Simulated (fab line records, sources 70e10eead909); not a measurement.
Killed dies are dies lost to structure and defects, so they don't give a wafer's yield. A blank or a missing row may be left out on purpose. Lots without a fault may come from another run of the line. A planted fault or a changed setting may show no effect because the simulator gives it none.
fab line records | flow nand_harc
record lots=12 wafers=36 last_day=24
route steps=1159 shown A_ZERO_WELL@404 A_SOURCE_PLATE@420 A_ONON_D1@438 END@1159
lots that met no fault: from a run of the same line without faults
start_h: hours from the record's first day to the start of the lot's first wafer shown | wait_h: hours since the lot's step before | " the same as in the row above | L1.1+2: a row that stands for several wafers | - no value, or no start given | * or withheld: withheld | < > ~ a bound
route shown NAME@n: a module of which the file shows steps, and the number in the route of the first | usual: mean/standard deviation of fault-free wafers | same: alike in all rows | chamber/n: place in a boat | sites: the reading at each site | _std_site: their standard deviation | _edge_site: outer sites' mean less inner sites' | radius_mm: how far each site lies from the wafer's centre | mask NAME#n: copy n | behind: the tool/chamber that last shaped the wafer | hold: why the lot was held/for how many hours/how that ended | device: the transistor (n, p or np) that didn't switch | end of line: the same wafers' tests at the end of the route | a step without rows: its recipe alone | killed: dies lost to structure and defects at the first sort, not the wafer's yield | map: a wafer's dies, x killed, . not, _ none there
set.NAME: the setting as run; set.NAME@STEP: as run at that earlier step | model.NAME: the simulator's own value behind a step, which no gauge read
steps of the route over a sample of lots; a table a step, a row a wafer
services: from which hour (start_h, from the record's first day; less than 0 if before it) a tool's chamber was out of use, for how many hours, and why
## steps
# step NHARC_A_ZERO_WELL_ETCH_19
# recipe target_depth_a=800 overetch_a=240 time_s=87.88 ion_energy_ev=200 n2_flow_sccm=150 h2_flow_sccm=150 ar_flow_sccm=0 rf_w=400 bias_w=150 chemistry=N2/H2
# usual drypump_motor_current_A=5.9/0.48 oes_product_au=0.999/0.0077 rf_fwd_power_W=396.9/1.4 rf_vpp_V=430.9/2.3 showerhead_plenum_p_Torr=2.05/0.078 throttle_valve_pct=14.170/0.0097
# columns lot.wafer tool chamber start_h wait_h drypump_motor_current_A oes_product_au rf_fwd_power_W rf_hours_counter_h rf_vpp_V showerhead_plenum_p_Torr throttle_valve_pct
L877.2 rie_diel-06 3 144.59 0.1 5.3 0.999 397.4 5 430.9 2.03 14.170
L877.5 " 3 " " 5.3 1.015 394.6 - 430.5 2.03 14.167
L877.6 " 1 " " 5.4 0.999 399.2 - 428.9 2.03 14.183
L879.3 rie_diel-06 2 151.51 0.1 6.4 0.999 396.4 6 433.5 2.14 14.182
L879.2 " 1 " " 5.4 0.992 397.2 6 429.4 2.03 14.172
L879.4 " 2 " " 6.4 0.989 396.5 - 434.4 2.14 14.185
L880.3 rie_diel-11 2 163.70 0.1 6.0 0.984 394.8 17 434.2 2.16 14.169
L880.2 " 0 " " 6.4 0.996 396.9 16 428.4 1.96 14.172
L880.1 " 1 " " 6.6 1.005 396.5 15 431.6 2.07 14.173
L881.2 rie_diel-06 0 169.37 0.1 5.9 1.002 397.6 6 429.3 1.93 14.161
L881.3 " 1 " " 5.4 0.989 397.7 8 429.6 2.03 14.184
L881.4 " 2 " " 6.4 0.993 396.6 8 434.1 2.14 14.154
L884.2 rie_diel-06 1 181.62 0.1 5.4 1.004 396.5 8 429.9 2.03 14.167
L884.3 " 2 " " 6.4 0.992 398.6 8 433.6 2.14 14.179
L884.5 " 0 " " 5.9 0.987 397.5 - 427.8 1.93 14.170
L885.4 rie_diel-07 0 193.32 0.1 4.8 0.997 394.3 9 427.9 1.97 14.158
L885.2 " 1 " " 5.6 1.003 396.2 8 435.0 2.20 14.163
L885.3 " 2 " " 6.1 0.998 399.7 8 432.9 2.09 14.170
L886.2 rie_diel-07 1 193.68 0.1 5.6 0.993 396.0 8 435.4 2.20 14.168
L886.1 " 3 " " 5.8 0.988 397.4 9 433.5 2.07 14.183
L886.6 " 2 " " 6.1 0.995 399.2 - 432.3 2.09 14.163
L890.4 rie_diel-07 0 211.97 0.1 4.8 1.001 393.8 10 429.0 1.97 14.187
L890.6 " 2 " " 6.0 0.999 398.2 - 432.0 2.09 14.183
L890.5 " 3 " " 5.8 0.996 399.0 - 432.1 2.07 14.171
L887.3 rie_diel-11 1 216.94 0.1 6.6 0.997 397.2 2 431.7 2.07 14.170
L887.2 " 0 " " 6.4 0.984 399.7 1 428.2 1.96 14.175
L887.5 " 1 " " 6.6 1.004 397.5 - 433.2 2.07 14.172
L896.2 rie_diel-11 0 245.67 0.1 6.4 0.996 397.2 5 427.1 1.96 14.172
L896.3 " 2 " " 6.0 1.000 394.7 6 433.8 2.16 14.159
L896.6 " 0 " " 6.4 0.988 398.0 - 427.6 1.96 14.175
L897.1 rie_diel-06 3 261.49 0.1 5.3 1.000 398.3 2 430.7 2.03 14.180
L897.2 " 1 " " 5.4 0.998 395.4 2 429.6 2.03 14.171
L897.5 " 3 " " 5.4 1.005 395.4 - 431.2 2.03 14.178
L898.2 rie_diel-11 2 269.36 0.1 6.0 1.008 393.7 9 432.8 2.16 14.161
L898.3 " 0 " " 6.4 1.011 399.2 8 426.8 1.96 14.178
L898.6 " 2 " " 6.0 1.014 395.2 - 433.7 2.16 14.160
# step NHARC_A_SOURCE_PLATE_THK_MEAS_06
# recipe thk_meas_gauge=ellipsometry
# usual thk_nm=199.8/2.1
# columns lot.wafer tool chamber start_h wait_h thk_nm
L877.2 film_metro-02 - 171.93 0.4 201.4
L877.5 " - " " 201.2
L877.6 " - " " 199.7
L879.2 film_metro-02 - 171.94 0.4 200.7
L879.3 " - " " 201.0
L879.4 " - " " 200.6
L880.1 film_metro-01 - 185.82 0.4 197.9
L880.2 " - " " 199.0
L880.3 " - " " 199.4
L881.2 film_metro-02 - 193.46 0.4 198.3
L881.3 " - " " 199.7
L881.4 " - " " 200.3
L884.2 film_metro-02 - 205.49 0.4 197.3
L884.3 " - " " 198.9
L884.5 " - " " 195.9
L886.1 film_metro-01 - 215.20 0.4 198.3
L886.2 " - " " 198.7
L886.6 " - " " 198.6
L885.2 film_metro-02 - 215.20 0.4 199.2
L885.3 " - " " 198.3
L885.4 " - " " 201.8
L890.4 film_metro-02 - 233.99 0.4 194.9
L890.5 " - " " 196.6
L890.6 " - " " 199.5
L887.2 film_metro-01 - 241.42 0.4 200.4
L887.3 " - " " 200.2
L887.5 " - " " 200.5
L896.2 film_metro-02 - 267.38 0.4 199.1
L896.3 " - " " 199.6
L896.6 " - " " 200.3
L897.1 film_metro-01 - 285.70 0.4 200.0
L897.2 " - " " 201.5
L897.5 " - " " 201.9
L898.2 film_metro-01 - 291.45 0.4 199.0
L898.3 " - " " 197.8
L898.6 " - " " 198.1
# step NHARC_A_ONON_D1_DEP_19
# recipe target_thk_a=10000 n2_flow_sccm=2750 n2o_flow_sccm=2000 nh3_flow_sccm=500 sih4_flow_sccm=210 temp_c=400
# usual n2_flow_sccm=2750/6.7 n2o_flow_sccm=2001/6
# columns lot.wafer tool chamber start_h wait_h n2_flow_sccm n2o_flow_sccm
L877.2 pecvd_onon-01 0 182.13 0.1 2750 1986
L877.5 " 0 " " 2743 1993
L877.6 " 0 " " 2740 1990
L879.2 pecvd_onon-02 0 182.27 0.2 2758 1996
L879.3 " 0 " " 2745 1999
L879.4 " 0 " " 2759 2004
L880.1 pecvd_onon-02 0 196.92 0.1 2756 2002
L880.2 " 0 " " 2742 2010
L880.3 " 0 " " 2740 1998
L881.2 pecvd_onon-03 0 207.74 0.2 2749 1998
L881.3 " 0 " " 2753 1994
L881.4 " 0 " " 2750 1994
L884.2 pecvd_onon-01 0 216.93 0.1 2749 1998
L884.3 " 0 " " 2746 2007
L884.5 " 0 " " 2744 2000
L886.1 pecvd_onon-01 - 225.86 0.1 - -
L886.2 " - " " - -
L886.6 " - " " - -
L885.2 pecvd_onon-02 0 225.92 0.1 2744 2002
L885.3 " 0 " " 2744 1995
L885.4 " 0 " " 2749 1995
L890.4 pecvd_onon-02 - 246.88 0.2 - -
L890.5 " - " " - -
L890.6 " - " " - -
L887.2 pecvd_onon-01 0 251.76 0.1 2754 2002
L887.3 " 0 " " 2750 2005
L887.5 " 0 " " 2741 2006
L896.2 pecvd_onon-01 0 278.20 0.1 2738 1996
L896.3 " 0 " " 2754 2000
L896.6 " 0 " " 2751 2003
L897.1 pecvd_onon-01 0 298.77 0.1 2743 2013
L897.2 " 0 " " 2758 2012
L897.5 " 0 " " 2744 2012
L898.2 pecvd_onon-01 0 302.26 0.1 2757 2004
L898.3 " 0 " " 2761 2008
L898.6 " 0 " " 2755 2001
# step NHARC_A_ONON_D1_DEP_33
# recipe target_thk_a=2000 temp_c=400 pressure_torr=6.5 rf_w=900 teos_flow_sccm=161.4 flow_sccm=2650 target_thk_nm=200 gas=O2 material=SiO2
# usual chamber_pressure_Torr=6.502/0.015 flow_sccm=2651/8.7 heater_power_outer_w=316/79 heater_power_w=546/110 rf_fwd_power_W=898.6/2.7 throttle_valve_pct=16.0/0.81
# columns lot.wafer tool chamber start_h wait_h chamber_pressure_Torr flow_sccm heater_power_outer_w heater_power_w rf_fwd_power_W throttle_valve_pct
L877.2 pecvd-02 2 184.34 0.1 6.503 2630 382 614 898.4 16.0
L877.6 " 0 " " 6.499 2664 426 665 902.8 16.4
L877.5 " 1 " " 6.480 2643 365 601 901.7 17.4
L879.2 pecvd-03 2 184.48 0.1 6.469 2656 263 523 899.2 15.6
L879.3 " 0 " " 6.513 2655 387 591 900.9 16.3
L879.4 " 2 " " 6.481 2649 260 522 899.5 16.0
L880.2 pecvd-03 1 199.18 0.1 6.503 2636 376 649 900.4 15.3
L880.1 " 2 " " 6.510 2654 168 396 905.8 16.0
L880.3 " 0 " " 6.464 2638 303 488 896.7 16.1
L881.2 pecvd-03 0 210.27 0.3 6.513 2665 354 591 902.8 16.0
L881.3 " 2 " " 6.510 2644 222 479 895.5 16.0
L881.4 " 2 " " 6.526 2657 233 484 896.7 15.9
L884.3 pecvd-03 1 219.13 0.1 6.483 2656 444 741 895.9 15.4
L884.2 " 0 " " 6.508 2652 377 582 899.2 15.9
L884.5 " 2 " " 6.527 2653 165 403 897.1 15.9
L886.1 pecvd-01 2 228.13 0.1 6.496 2657 243 470 897.3 16.8
L886.2 " 0 " " 6.493 2676 293 554 897.6 14.3
L886.6 " 0 " " 6.477 2667 308 560 897.3 14.3
L885.2 pecvd-03 0 228.13 0.1 6.507 2649 388 623 896.0 16.2
L885.3 " 1 " " 6.504 2663 442 740 899.0 15.0
L885.4 " 2 " " 6.526 2658 238 495 903.1 16.2
L890.6 pecvd-02 2 249.13 0.2 6.498 2650 303 526 892.5 15.9
L890.5 " 0 " " 6.511 2645 439 673 898.9 16.7
L890.4 " 1 " " 6.529 2663 392 631 898.7 17.6
L887.2 pecvd-01 1 254.02 0.1 6.472 2659 247 401 902.5 16.5
L887.3 " 2 " " 6.503 2655 214 430 895.1 16.0
L887.5 " 1 " " 6.494 2662 264 410 898.5 16.8
L896.2 pecvd-03 0 280.41 0.1 6.512 2647 347 555 901.3 16.5
L896.3 " 1 " " 6.509 2649 451 754 897.5 15.0
L896.6 " 1 " " 6.520 2647 333 583 898.0 15.5
L897.1 pecvd-01 0 301.37 0.4 6.510 2663 326 567 901.7 14.9
L897.2 " 1 " " 6.472 2640 238 363 893.2 16.8
L897.5 " 1 " " 6.487 2645 248 382 897.9 16.6
L898.2 pecvd-01 0 304.50 0.1 6.504 2647 330 588 898.0 14.9
L898.3 " 2 " " 6.514 2637 199 414 899.5 16.3
L898.6 " 1 " " 6.511 2644 211 346 891.0 17.1
# step NHARC_END_SORT_01
# recipe temp_c=25
# usual killed_at_array=29/12 killed_at_other=0.7/1 killed_at_periphery=4/3.2 killed_dies=34/12 killed_open=3.4/2 killed_short=1.8/1.3
# same gross_dies=677
# columns lot.wafer tool chamber start_h wait_h killed_at_array killed_at_other killed_at_periphery killed_dies killed_open killed_short
L886.1 prober-01 0 497.28 2.5 674 0 3 677 1 2
L886.2 prober-01 0 498.07 2.8 674 0 3 677 3 1
L886.6 prober-01 0 501.26 4.0 675 0 2 677 2 2
L890.4 prober-01 0 507.43 3.4 674 1 2 677 5 0
L890.5 prober-01 0 508.22 3.7 674 1 2 677 4 2
L890.6 prober-01 0 509.01 3.9 675 0 2 677 2 3
# killed by level:class
L886.1 A_ONON_D1:area_dep=638 A_CHANNEL_HOLE_D1:chamber_film_flake=16 A_SLIT:chamber_film_flake=14 A_STAIRCASE:chamber_film_flake=3 A_CONTACT:chamber_film_flake=2 P_CONTACT:geometric_particle:open=1 P_CONTACT:geometric_particle:short=1 A_CHANNEL_FILL_D1:geometric_particle:short=1
L886.2 A_ONON_D1:area_dep=640 A_SLIT:chamber_film_flake=16 A_CHANNEL_HOLE_D1:chamber_film_flake=8 A_CONTACT:chamber_film_flake=4 P_GATE:chamber_film_flake=2 A_STAIRCASE:chamber_film_flake=2 P_M2:geometric_particle:open=1 A_CHANNEL_HOLE_D1:geometric_particle:open=1
L886.6 A_ONON_D1:area_dep=640 A_SLIT:chamber_film_flake=12 A_CHANNEL_HOLE_D1:chamber_film_flake=10 A_STAIRCASE:chamber_film_flake=3 A_WL_FILL:chamber_film_flake=3 A_CONTACT:chamber_film_flake=3 P_CONTACT:geometric_particle:short=1 A_SGD_CUT:geometric_particle:short=1
L890.4 A_ONON_D1:area_dep=652 A_SLIT:chamber_film_flake=9 A_CHANNEL_HOLE_D1:chamber_film_flake=5 A_STAIRCASE:chamber_film_flake=3 P_CONTACT:geometric_particle:open=1 P_M2:geometric_particle:open=1 A_ONON_D1:geometric_particle:open=1 A_CHANNEL_FILL_D1:geometric_particle:open=1
L890.5 A_ONON_D1:area_dep=643 A_SLIT:chamber_film_flake=14 A_CHANNEL_HOLE_D1:chamber_film_flake=7 A_CONTACT:chamber_film_flake=3 A_STAIRCASE:chamber_film_flake=2 P_M2:geometric_particle:open=1 A_ONON_D1:geometric_particle:open=1 A_STAIRCASE:geometric_particle:open=1
L890.6 A_ONON_D1:area_dep=643 A_SLIT:chamber_film_flake=14 A_CHANNEL_HOLE_D1:chamber_film_flake=6 A_STAIRCASE:chamber_film_flake=4 A_CONTACT:chamber_film_flake=3 P_GATE:geometric_particle:short=1 P_CONTACT:geometric_particle:short=1 A_WL_FILL:geometric_particle:short=1
## services
# columns tool chamber start_h hours kind
pecvd-03 0 124.22 - clean
pecvd-03 1 124.22 - clean
pecvd-03 2 124.22 - clean
rie_diel-06 0 129.60 17.9 repair
rie_diel-06 - 136.25 0.2 repair
pecvd_onon-01 - 137.65 2.7 repair
rie_diel-06 3 147.19 15.5 repair
pecvd_onon-03 - 153.17 13.0 pm
pecvd-02 - 153.24 13.0 pm
rie_diel-06 1 171.03 5.6 repair
rie_diel-11 2 180.50 3.4 repair
rie_diel-11 - 189.56 9.0 pm
pecvd_onon-01 - 195.10 13.0 pm
rie_diel-11 0 200.84 2.2 repair
rie_diel-11 3 201.63 3.2 repair
rie_diel-07 - 228.20 9.0 pm
pecvd-01 - 237.00 13.0 pm
rie_diel-06 - 241.20 9.0 pm
rie_diel-06 3 286.73 50.1 repair
pecvd_onon-02 - 292.02 13.0 pm
pecvd-03 - 292.49 13.0 pm
pecvd-03 0 292.49 13.0 vent_cycle
pecvd-03 1 292.49 13.0 vent_cycle
rie_diel-06 - 296.06 0.5 repair
## key
first_sign step=NHARC_A_ONON_D1_DEP_19 reading=tool_record direction=missing
effect step=NHARC_END_SORT_01 reading=killed_dies direction=up sigmas=55 usual=34 struck=677
more_kills_born_at NHARC_A_ONON_D1_DEP_19@pecvd_onon-02=1938 NHARC_A_ONON_D1_DEP_19@pecvd_onon-01=1918
met_at NHARC_A_ONON_D1_DEP_19
struck_lots L886,L890
later_rows_left_out L886.1,L886.2,L886.6,L890.4,L890.5,L890.6
tester_left_out L886,L890
not_acting_at NHARC_A_ZERO_WELL_ETCH_19,NHARC_A_SOURCE_PLATE_THK_MEAS_06,NHARC_A_ONON_D1_DEP_33
onset_between 216.93 225.86
fault kind=skipped_step_whole tool=pecvd_onon-01,pecvd_onon-02 chamber=- onset_h=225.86 steps=NHARC_A_ONON_D1_DEP_19 scope=struck_lots_only
# tester_left_out: of these lots the tester's yield and bins aren't shown, on N5 and GAA mostly nor the transistor test; their killed dies are dies lost to structure and defects alone, not to doping, threshold or leakage, so they don't give the yield
# later_rows_left_out: the simulator's readings of these wafers behind a module that went badly wrong aren't trusted and aren't shown, but for the sort
